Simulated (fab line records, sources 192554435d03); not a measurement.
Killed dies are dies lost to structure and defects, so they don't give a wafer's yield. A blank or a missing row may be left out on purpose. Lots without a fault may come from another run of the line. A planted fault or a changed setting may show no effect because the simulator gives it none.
fab line records | flow n5_finfet
record lots=6 wafers=18 last_day=17
route steps=1938 shown BEOL_M0_SAQP@664 BEOL_M4@1111
lots that met no fault: from a run of the same line without faults
start_h: hours from the record's first day to the start of the lot's first wafer shown | wait_h: hours since the lot's step before | " the same as in the row above | L1.1+2: a row that stands for several wafers | - no value, or no start given | * or withheld: withheld | < > ~ a bound
route shown NAME@n: a module of which the file shows steps, and the number in the route of the first | usual: mean/standard deviation of fault-free wafers | same: alike in all rows | chamber/n: place in a boat | sites: the reading at each site | _std_site: their standard deviation | _edge_site: outer sites' mean less inner sites' | radius_mm: how far each site lies from the wafer's centre | mask NAME#n: copy n | behind: the tool/chamber that last shaped the wafer | hold: why the lot was held/for how many hours/how that ended | device: the transistor (n, p or np) that didn't switch | end of line: the same wafers' tests at the end of the route | a step without rows: its recipe alone | killed: dies lost to structure and defects at the first sort, not the wafer's yield | map: a wafer's dies, x killed, . not, _ none there
set.NAME: the setting as run; set.NAME@STEP: as run at that earlier step | model.NAME: the simulator's own value behind a step, which no gauge read
lots at some steps of the route; a table a step, a row a wafer
services: from which hour (start_h, from the record's first day; less than 0 if before it) a tool's chamber was out of use, for how many hours, and why
## steps
# step N5_BEOL_M0_SAQP_SPACER1_ETCHBACK_99
# recipe chemistry=CHF3/O2 mode=anisotropic_etchback target=SiO2 target_depth_a=154 time_s=7.7 pressure_mtorr=30 source_w=650 bias_w=170 Ar_flow_sccm=200 CHF3_flow_sccm=50 O2_flow_sccm=5 ion_energy_ev=200
# usual drypump_motor_current_A=5.7/0.44 oes_product_au=0.75/0.062 rf_vpp_V=525/7.6 showerhead_plenum_p_Torr=2.41/0.095 throttle_valve_pct=18.97/0.19
# columns lot.wafer tool chamber start_h wait_h drypump_motor_current_A oes_product_au rf_hours_counter_h rf_vpp_V showerhead_plenum_p_Torr throttle_valve_pct
L700.3 rie_diel-06 1 173.92 0.4 5.6 0.78 127 528 2.23 18.72
L700.5 " 3 " " 6.1 0.72 - 520 2.37 19.04
L700.6 " 0 " " 5.7 0.73 - 520 2.48 19.07
L701.1 rie_diel-04 2 179.15 0.5 5.9 0.83 58 509 2.44 18.70
L701.4 " 3 " " 6.0 0.68 228 522 2.47 18.95
L701.6 " 3 " " 6.0 0.68 - 523 2.47 18.94
L706.3 rie_diel-01 0 210.86 0.5 6.2 0.70 201 522 2.30 19.25
L706.4 " 3 " " 5.9 0.68 236 537 2.39 18.91
L706.5 " 0 " " 6.2 0.70 - 523 2.30 19.25
L707.2 rie_diel-01 2 213.82 0.3 5.1 0.77 149 523 2.53 19.09
L707.4 " 0 " " 6.2 0.69 202 520 2.30 19.26
L707.6 " 3 " " 5.9 0.68 - 537 2.39 18.93
L710.2 rie_diel-06 3 235.31 0.3 6.2 0.71 248 519 2.37 19.03
L710.3 " 0 " " 5.6 0.71 209 517 2.47 19.10
L710.4 " 1 " " 5.5 0.75 144 528 2.22 18.73
L711.3 rie_diel-04 3 246.24 0.3 6.0 0.67 248 521 2.47 18.97
L711.5 " 1 " " 5.5 0.69 - 532 2.46 19.32
L711.6 " 0 " " 5.3 0.74 - 538 2.50 19.04
# step N5_BEOL_M0_SAQP_MANDREL1_REMOVE_100
# recipe chemistry=HBr/Cl2/O2 bt_time_s=10 target=a-Si stop_on=SiNx endpoint=OES-SiCl over_etch_frac=0.85 icp_w=600 bias_w=30 HBr_flow_sccm=150 Cl2_flow_sccm=80 O2_flow_sccm=5 pressure_mtorr=10
# usual drypump_motor_current_A=5.8/0.35 oes_product_au=1.010/0.016 throttle_valve_pct=36.61/0.3
# columns lot.wafer tool chamber start_h wait_h drypump_motor_current_A oes_product_au rf_hours_counter_h throttle_valve_pct
L700.3 rie_si-05 1 174.00 0.1 5.4 0.994 129 37.05
L700.5 " 1 " " 5.5 1.000 - 37.05
L700.6 " 2 " " 5.9 1.020 - 36.61
L701.1 rie_si-02 1 179.23 0.1 5.6 1.030 74 36.89
L701.4 " 2 " " 6.4 1.000 33 36.46
L701.6 " 1 " " 5.6 1.027 - 36.88
L706.3 rie_si-06 3 210.94 0.1 6.2 1.007 4 36.37
L706.4 " 0 " " 6.0 1.013 53 36.26
L706.5 " 0 " " 6.0 1.016 - 36.25
L707.2 rie_si-06 0 213.90 0.1 6.0 1.008 53 36.26
L707.4 " 3 " " 6.2 1.005 4 36.37
L707.6 " 1 " " 6.1 1.036 - 36.72
L710.2 rie_si-02 0 235.40 0.1 5.6 0.984 58 36.34
L710.3 " 3 " " 5.2 1.024 16 37.05
L710.4 " 2 " " 6.3 1.001 34 36.44
L711.3 rie_si-06 2 246.32 0.1 5.4 1.019 45 36.56
L711.5 " 0 " " 6.0 1.022 - 36.24
L711.6 " 1 " " 6.1 1.038 - 36.72
# step N5_BEOL_M0_SAQP_CD_MEAS_25
# recipe target_cd_nm=13.1 landing_energy_ev=1000 detector=se_inlens
# usual cd_nm=12.78/0.23
# same landing_energy_ev=1000
# columns lot.wafer tool chamber start_h wait_h cd_nm
L700.3 cd_sem-03 0 174.12 0.1 13.02
L700.5 " 0 " " 13.34
L700.6 " 0 " " 12.96
L701.1 cd_sem-02 0 179.34 0.1 12.66
L701.4 " 0 " " 13.18
L701.6 " 0 " " 12.96
L706.3 cd_sem-03 0 211.06 0.1 12.72
L706.4 " 0 " " 12.72
L706.5 " 0 " " 12.51
L707.2 cd_sem-01 0 214.01 0.1 12.67
L707.4 " 0 " " 12.77
L707.6 " 0 " " 12.77
L710.2 cd_sem-03 0 235.51 0.1 12.50
L710.3 " 0 " " 13.08
L710.4 " 0 " " 12.69
L711.3 cd_sem-03 0 246.43 0.1 13.03
L711.5 " 0 " " 13.06
L711.6 " 0 " " 12.70
# step N5_BEOL_M0_SAQP_ETCH_101
# recipe chemistry=CH3F/O2 target=SiNx mask_material=SiO2 target_depth_a=299 time_s=42.7 pressure_mtorr=30 source_w=395 bias_w=73 Ar_flow_sccm=150 CH3F_flow_sccm=30 O2_flow_sccm=20 ion_energy_ev=120
# usual drypump_motor_current_A=5.7/0.45 oes_product_au=0.75/0.06 rf_vpp_V=298/4.5 showerhead_plenum_p_Torr=2.01/0.078 throttle_valve_pct=16.46/0.18
# columns lot.wafer tool chamber start_h wait_h drypump_motor_current_A oes_product_au rf_hours_counter_h rf_vpp_V showerhead_plenum_p_Torr throttle_valve_pct
L700.3 rie_diel-04 0 174.15 0.0 5.3 0.76 170 305 2.08 16.48
L700.5 " 2 " " 5.9 0.84 - 289 2.03 16.17
L700.6 " 1 " " 5.4 0.71 - 303 2.05 16.76
L701.1 rie_diel-06 0 179.38 0.0 5.6 0.72 193 295 2.06 16.56
L701.4 " 2 " " 4.8 0.93 14 298 2.12 16.12
L701.6 " 0 " " 5.6 0.72 - 294 2.06 16.58
L706.3 rie_diel-01 3 211.09 0.0 5.9 0.69 236 305 1.98 16.39
L706.4 " 0 " " 6.2 0.70 201 295 1.90 16.69
L706.5 " 2 " " 5.1 0.76 - 296 2.10 16.55
L707.2 rie_diel-04 2 214.12 0.1 5.9 0.83 68 291 2.02 16.20
L707.4 " 0 " " 5.3 0.75 181 306 2.08 16.50
L707.6 " 3 " " 6.0 0.69 - 295 2.05 16.45
L710.2 rie_diel-01 3 235.55 0.0 5.9 0.68 243 305 1.98 16.41
L710.3 " 2 " " 5.1 0.74 155 295 2.10 16.56
L710.4 " 1 " " 6.4 0.75 176 299 1.98 16.52
L711.3 rie_diel-01 1 246.47 0.0 6.4 0.74 181 299 1.98 16.53
L711.5 " 3 " " 5.9 0.68 - 304 1.98 16.43
L711.6 " 0 " " 6.2 0.68 - 295 1.89 16.71
# step N5_BEOL_M0_SAQP_ETCH_102
# recipe chemistry=CF4 target=SiO2 target_depth_a=40 ion_energy_ev=350 time_s=4.4 pressure_mtorr=10 icp_w=800 bias_w=400 cf4_flow_sccm=80
# step N5_BEOL_M0_SAQP_MANDREL_ETCH_103
# recipe chemistry=HBr/Cl2 target=a-Si target_depth_a=450 bt_time_s=10 stop_on=SiCN mask_material=SiO2 over_etch_frac=0.8 time_s=27 pressure_mtorr=10 icp_w=800 bias_w=75 HBr_flow_sccm=150 Cl2_flow_sccm=80 ends=end_point
# step N5_BEOL_M0_SAQP_RECESS_104
# recipe chemistry=HF/NH3 target=SiO2 target_depth_a=180 afs_cycles=3 temp_c=30 sublimation_temp_c=180 sublimation_time_s=60
# step N5_BEOL_M0_SAQP_COAT_105
# recipe resist=SOC temp_c=250 time_s=60 spin_rpm=1500 resist_thk_nm=100
# step N5_BEOL_M0_SAQP_ETCH_106
# recipe chemistry=N2/H2 target=SOC target_depth_a=1500 stop_on=SiNx ion_energy_ev=100 bias_w=61 pressure_mtorr=30 source_w=850 n2_flow_sccm=200 h2_flow_sccm=200
# step N5_BEOL_M0_SAQP_ETCH_107
# recipe chemistry=CH3F/O2 target=SiNx target_depth_a=300 mask_material=SOC pressure_mtorr=30 source_w=395 bias_w=73 Ar_flow_sccm=150 CH3F_flow_sccm=30 O2_flow_sccm=20 ion_energy_ev=120
# step N5_BEOL_M0_SAQP_STRIP_108
# recipe chemistry=N2/H2 power_w=500 temp_c=40 pressure_mtorr=50 rf_frequency_hz=6e+07 overash_fraction=0.3 bias_power_w=28 h2_frac=0.5 n2_flow_sccm=300 h2_flow_sccm=300
# usual drypump_motor_current_A=5.7/0.42 oes_product_au=0.75/0.06 rf_vpp_V=122.1/0.95 showerhead_plenum_p_Torr=3.38/0.12 throttle_valve_pct=19.0/0.42
# columns lot.wafer tool chamber start_h wait_h drypump_motor_current_A oes_product_au rf_hours_counter_h rf_vpp_V showerhead_plenum_p_Torr throttle_valve_pct
L700.3 rie_diel-06 2 174.92 0.0 4.8 0.92 13 124.8 3.57 18.5
L700.5 " 2 " " 4.8 0.93 - 122.4 3.57 18.5
L700.6 " 3 " " 6.2 0.71 - 121.9 3.30 19.0
L701.1 rie_diel-01 0 180.15 0.0 6.2 0.71 193 122.0 3.18 19.2
L701.4 " 3 " " 6.0 0.69 228 122.4 3.33 19.0
L701.6 " 0 " " 6.2 0.72 - 122.8 3.18 19.2
L706.3 rie_diel-01 1 211.87 0.0 6.4 0.76 169 122.7 3.36 19.1
L706.4 " 0 " " 6.2 0.71 201 120.2 3.18 19.2
L706.5 " 0 " " 6.2 0.71 - 120.3 3.18 19.2
L707.2 rie_diel-01 3 214.92 0.0 5.9 0.69 237 122.1 3.32 19.1
L707.4 " 1 " " 6.4 0.75 170 121.1 3.36 19.1
L707.6 " 2 " " 5.1 0.76 - 122.2 3.48 18.8
L710.2 rie_diel-04 0 236.32 0.0 5.4 0.74 189 122.6 3.46 18.8
L710.3 " 3 " " 6.1 0.68 245 123.5 3.44 19.0
L710.4 " 1 " " 5.4 0.69 240 122.4 3.46 20.1
L711.3 rie_diel-01 1 247.24 0.0 6.4 0.74 181 120.6 3.35 19.2
L711.5 " 1 " " 6.4 0.74 - 123.3 3.35 19.2
L711.6 " 0 " " 6.3 0.69 - 120.2 3.17 19.2
# step N5_BEOL_M0_SAQP_RECESS_109
# recipe chemistry=HF/NH3 target=SiO2 target_depth_a=30 afs_cycles=1 temp_c=30 sublimation_temp_c=180 sublimation_time_s=60
# usual drypump_motor_current_A=5.79/0.21
# columns lot.wafer tool chamber start_h wait_h drypump_motor_current_A
L700.3 vapor_etch-02 1 175.02 0.1 6.12
L700.5 " 1 " " 6.12
L700.6 " 0 " " 6.03
L701.1 vapor_etch-02 1 180.21 0.0 6.08
L701.4 " 1 " " 6.10
L701.6 " 1 " " 6.10
L706.3 vapor_etch-01 0 211.98 0.1 5.69
L706.4 " 1 " " 5.55
L706.5 " 0 " " 5.71
L707.2 vapor_etch-01 0 214.99 0.0 5.70
L707.4 " 1 " " 5.54
L707.6 " 0 " " 5.71
L710.2 vapor_etch-01 0 236.42 0.1 5.69
L710.3 " 0 " " 5.70
L710.4 " 0 " " 5.70
L711.3 vapor_etch-01 0 247.35 0.1 5.70
L711.5 " 0 " " 5.69
L711.6 " 1 " " 5.53
# step N5_BEOL_M0_SAQP_SPACER2_ALD_26
# recipe material=SiO2 target_thk_a=150 temp_c=300 ald_precursor_family=BDEAS ald_co_reactant=O2-plasma pulse_time_s=1 purge_time_s=2 co_reactant_purge_time_s=2 pressure_torr=2
# usual chamber_pressure_Torr=2.000/0.0049 co_reactant_purge_time_s=2/0 heater_power_w=441/47 precursor_pulse_height_rel=0.999/0.018
# columns lot.wafer tool chamber start_h wait_h chamber_pressure_Torr co_reactant_purge_time_s heater_power_w precursor_pulse_height_rel since_wet_clean_h
L700.3 ald_sin-01 2 175.39 0.3 - - - - -
L700.5 " 2 " " - - - - -
L700.6 " 3 " " - - - - -
L701.1 ald_sin-02 3 182.43 2.2 - - - - -
L701.4 " 0 " " - - - - -
L701.6 " 2 " " - - - - -
L706.3 ald_sin-02 1 212.74 0.7 1.996 2 401 0.972 205
L706.4 " 2 " " 2.001 2 398 1.007 205
L706.5 " 2 " " 2.001 2 389 1.001 -
L707.2 ald_sin-04 0 215.56 0.5 2.000 2 487 1.008 313
L707.4 " 0 " " 1.999 2 496 1.004 -
L707.6 " 2 " " 1.992 2 432 1.015 -
L710.2 ald_sin-02 1 236.64 0.2 1.997 2 394 0.972 229
L710.3 " 3 " " 1.999 2 409 0.992 229
L710.4 " 0 " " 1.999 2 530 0.991 229
L711.3 ald_sin-02 0 247.91 0.5 1.990 2 541 1.025 240
L711.5 " 1 " " 2.005 2 398 1.000 -
L711.6 " 2 " " 1.988 2 397 0.983 -
# step N5_BEOL_M0_SAQP_SPACER2_ETCHBACK_27
# recipe chemistry=CHF3/O2 mode=anisotropic_etchback target=SiO2 target_depth_a=225 time_s=11.25 pressure_mtorr=30 source_w=650 bias_w=170 Ar_flow_sccm=200 CHF3_flow_sccm=50 O2_flow_sccm=5 ion_energy_ev=200
# step N5_BEOL_M0_SAQP_MANDREL2_REMOVE_110
# recipe chemistry=HBr/Cl2/O2 bt_time_s=10 target=a-Si stop_on=SiCN endpoint=OES-SiCl over_etch_frac=1 icp_w=600 bias_w=30 HBr_flow_sccm=150 Cl2_flow_sccm=80 O2_flow_sccm=5 pressure_mtorr=10
# usual drypump_motor_current_A=5.9/0.3 oes_product_au=1.012/0.014 throttle_valve_pct=36.7/0.34
# columns lot.wafer tool chamber start_h wait_h drypump_motor_current_A oes_product_au rf_hours_counter_h throttle_valve_pct model.BEOL_M0_SAQP.cd_nm
L700.3 rie_si-06 3 176.02 0.1 6.2 1.003 3 36.3 13.4
L700.5 " 0 " " 6.0 1.017 - 36.3 13.6
L700.6 " 1 " " 6.1 1.015 - 36.7 13
L701.1 rie_si-06 2 183.08 0.1 5.4 1.008 44 36.6 12.8
L701.4 " 0 " " 6.0 1.012 52 36.3 13
L701.6 " 3 " " 6.2 1.002 - 36.4 13
L706.3 rie_si-05 2 213.38 0.1 5.9 1.030 97 36.6 15
L706.4 " 3 " " 6.1 1.005 85 37.3 15.2
L706.5 " 2 " " 5.9 1.021 - 36.6 15
L707.2 rie_si-02 3 216.19 0.1 5.3 1.020 15 37.0 15
L707.4 " 2 " " 6.4 1.003 34 36.4 15
L707.6 " 0 " " 5.6 0.982 - 36.3 15
L710.2 rie_si-06 1 237.28 0.1 6.1 1.028 27 36.7 15.2
L710.3 " 0 " " 6.0 1.010 53 36.2 15.2
L710.4 " 3 " " 6.2 1.003 4 36.4 15
L711.3 rie_si-05 3 248.54 0.1 6.1 1.006 86 37.3 15
L711.5 " 0 " " 5.9 1.020 - 36.4 15
L711.6 " 1 " " 5.4 0.998 - 37.0 15
# step N5_BEOL_M0_SAQP_CD_MEAS_29
# recipe target_cd_nm=14.4 landing_energy_ev=1000 detector=se_inlens
# usual cd_nm=15.08/0.21
# same landing_energy_ev=1000
# columns lot.wafer tool chamber start_h wait_h cd_nm
L700.3 cd_sem-02 0 176.14 0.1 -
L700.5 " 0 " " -
L700.6 " 0 " " -
L701.1 cd_sem-02 0 183.19 0.1 -
L701.4 " 0 " " -
L701.6 " 0 " " -
L706.3 cd_sem-01 0 213.49 0.1 15.03
L706.4 " 0 " " 14.87
L706.5 " 0 " " 15.09
L707.2 cd_sem-03 0 216.31 0.1 15.20
L707.4 " 0 " " 15.04
L707.6 " 0 " " 15.13
L710.2 cd_sem-02 0 237.39 0.1 15.09
L710.3 " 0 " " 15.20
L710.4 " 0 " " 14.99
L711.3 cd_sem-01 0 248.66 0.1 15.06
L711.5 " 0 " " 15.00
L711.6 " 0 " " 14.90
# step N5_BEOL_M0_SAQP_COAT_69
# recipe resist=SOC temp_c=250 time_s=60 spin_rpm=1500 resist_thk_nm=90
# step N5_BEOL_M4_RC_MEAS_101
# usual DIBL_N=35.9/1.8 DIBL_P=36.2/2 IOFF_N=0.16/0.031 IOFF_P=0.22/0.041 ION_N=676/11 ION_P=465/8.5 SS_N=71.4/0.64 SS_P=73.2/0.7 VT_N=250/3.5 VT_P=-250/3.9
# columns lot.wafer tool chamber start_h wait_h DIBL_N[mV/V] DIBL_P[mV/V] IOFF_N[nA/um] IOFF_P[nA/um] ION_N[uA/um] ION_P[uA/um] SS_N[mV/dec] SS_P[mV/dec] VT_N[mV] VT_P[mV]
L706.3 prober-01 0 266.87 0.3 35.1 33.6 0.14 0.18 674 462 70.8 73.1 248 -253
L706.4 " 0 " " 39.2 38.3 0.22 0.27 686 463 72.9 74.2 245 -247
L706.5 " 0 " " 35.3 33.9 0.14 0.19 664 452 71.1 72.4 249 -250
L707.2 prober-01 0 270.01 0.2 36.4 36.7 0.18 0.20 678 456 71.6 73.3 245 -249
L707.4 " 0 " " 38.6 39.7 0.24 0.25 682 462 72.3 74.4 242 -249
L707.6 " 0 " " 35.2 35.2 0.16 0.18 674 457 71.1 73.5 247 -254
L710.2 prober-01 0 292.66 0.2 38.8 38.5 0.21 0.29 686 469 72.1 73.8 245 -246
L710.3 " 0 " " 38.7 39.1 0.20 0.29 689 475 71.7 73.7 247 -246
L710.4 " 0 " " 35.1 34.3 0.13 0.20 675 471 71.2 72.9 253 -250
L711.3 prober-01 0 303.57 0.3 37.8 37.4 0.22 0.26 692 476 72.9 74.4 243 -246
L711.5 " 0 " " 36.3 35.7 0.18 0.24 684 465 71.9 73.1 248 -249
L711.6 " 0 " " 34.6 33.0 0.15 0.19 670 459 71.1 72.4 250 -251
## services
# columns tool chamber start_h hours kind
rie_diel-06 - 151.78 0.2 repair
vapor_etch-02 - 152.97 2.8 pm
vapor_etch-02 - 160.03 0.9 repair
ald_sin-01 1 168.50 92.3 repair
rie_si-02 1 170.44 7.1 repair
rie_si-05 - 175.82 15.6 pm
ald_sin-04 1 178.87 152.3 repair
vapor_etch-01 0 183.39 5.4 repair
rie_si-05 1 196.19 7.8 repair
vapor_etch-01 1 235.55 2.4 repair
rie_si-06 0 239.33 6.8 repair
rie_diel-06 3 242.81 - clean
rie_diel-06 3 242.81 - consumable_replace:focus_ring
rie_diel-06 3 242.81 17.0 scheduled_down
rie_diel-06 3 242.81 17.0 vent_cycle
rie_diel-01 2 244.51 16.5 repair
rie_si-06 - 248.15 4.3 pm
## key
first_sign step=N5_BEOL_M0_SAQP_SPACER2_ALD_26 reading=tool_record direction=missing
effect step=N5_BEOL_M0_SAQP_CD_MEAS_29 reading=cd_nm direction=missing
model_effect step=N5_BEOL_M0_SAQP_MANDREL2_REMOVE_110 value=BEOL_M0_SAQP.cd_nm without=15.13 struck=13.13
met_at N5_BEOL_M0_SAQP_SPACER2_ALD_26
struck_wafers L700.3,L700.5,L700.6,L701.1,L701.4,L701.6
later_rows_left_out L700.3,L700.5,L700.6,L701.1,L701.4,L701.6
sort_left_out L700.3,L700.5,L700.6,L701.1,L701.4,L701.6
fault kind=skipped_step_whole tool=ald_sin-01,ald_sin-02 chamber=- onset_h=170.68 steps=N5_BEOL_M0_SAQP_SPACER2_ALD_26 scope=struck_lots_only
# sort_left_out: the simulated sort isn't trusted on such a fault, so these wafers' sort isn't shown, and their yield isn't known
# later_rows_left_out: the simulator's readings of these wafers behind a module that went badly wrong aren't trusted and aren't shown, but for the sort
